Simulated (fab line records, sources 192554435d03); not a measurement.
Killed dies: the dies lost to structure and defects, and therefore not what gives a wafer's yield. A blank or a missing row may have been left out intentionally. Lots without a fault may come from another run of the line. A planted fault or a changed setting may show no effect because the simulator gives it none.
Matching of chambers | flow n5-finfet | N5_BEOL_M14_DEP_53 on pecvd-04: 3 sister chambers
The step deposits SiCN from 3MS/NH3, target thk 50 nm, time 17.8 s. 24 wafers are shown with their chamber, then 12 later ones without.

WAFERS, EACH WITH ITS CHAMBER
wafer  | chamber | throttle-valve-pct (%) | showerhead-plenum-p-Torr (Torr)
L074.1 | 0       | 19.0                   | 4.09
L074.4 | 0       | 18.8                   | 4.08
L074.5 | 1       | 17.9                   | 4.15
L076.1 | 2       | 16.0                   | 4.15
L076.3 | 1       | 17.8                   | 4.15
L076.5 | 1       | 18.2                   | 4.16
L075.3 | 2       | 16.2                   | 4.16
L075.5 | 1       | 17.9                   | 4.16
L075.6 | 0       | 18.9                   | 4.08
L079.2 | 1       | 17.8                   | 4.17
L079.4 | 1       | 17.9                   | 4.16
L079.6 | 2       | 16.3                   | 4.15
L080.1 | 1       | 18.0                   | 4.15
L080.2 | 2       | 16.1                   | 4.15
L080.5 | 2       | 16.1                   | 4.14
L087.3 | 1       | 18.1                   | 4.16
L087.5 | 2       | 16.4                   | 4.15
L087.6 | 0       | 19.0                   | 4.08
L085.2 | 0       | 19.0                   | 4.08
L085.5 | 0       | 18.9                   | 4.08
L085.6 | 2       | 16.3                   | 4.16
L086.1 | 0       | 19.0                   | 4.08
L086.3 | 1       | 18.2                   | 4.16
L086.4 | 1       | 18.1                   | 4.16

SIGNATURES (averages over the wafers above)
reading                  | chamber 0 | chamber 1 | chamber 2 | scatter within a chamber
throttle-valve-pct       | 18.943    | 17.990    | 16.200    | 0.132
showerhead-plenum-p-Torr | 4.0814    | 4.1580    | 4.1514    | 0.0059
Rule: distance of a wafer from a chamber = root of the sum over the readings of ((wafer's reading minus chamber's mean) / reading's scatter) squared. The wafer belongs to the nearest chamber; if the next one is less than 2 further off, it can't be placed. How the scatter is found: for the shown wafers, subtract from each reading the mean of its chamber, square and add these, divide the total by (wafers less chambers), then take the root.

WAFERS WITH NO CHAMBER GIVEN
wafer  | throttle-valve-pct (%) | showerhead-plenum-p-Torr (Torr)
L092.1 | 16.3                   | 4.16
L092.4 | 19.1                   | 4.08
L092.5 | 17.8                   | 4.17
L093.1 | 19.3                   | 4.07
L093.4 | 18.0                   | 4.16
L093.6 | 16.2                   | 4.15
L096.1 | 19.0                   | 4.09
L096.3 | 16.3                   | 4.15
L096.5 | 19.2                   | 4.08
L094.1 | 16.4                   | 4.16
L094.5 | 16.2                   | 4.16
L094.6 | 18.1                   | 4.15

EACH ONE'S CHAMBER
wafer  | from the rows above | in truth
L092.1 | 2                   | 2
L092.4 | 0                   | 0
L092.5 | 1                   | 1
L093.1 | 0                   | 0
L093.4 | 1                   | 1
L093.6 | 2                   | 2
L096.1 | 0                   | 0
L096.3 | 2                   | 2
L096.5 | 0                   | 0
L094.1 | 2                   | 2
L094.5 | 2                   | 2
L094.6 | 1                   | 1
Correct placement for 12 of the 12. Number that these rows cannot place: 0. Number placed wrongly: 0.
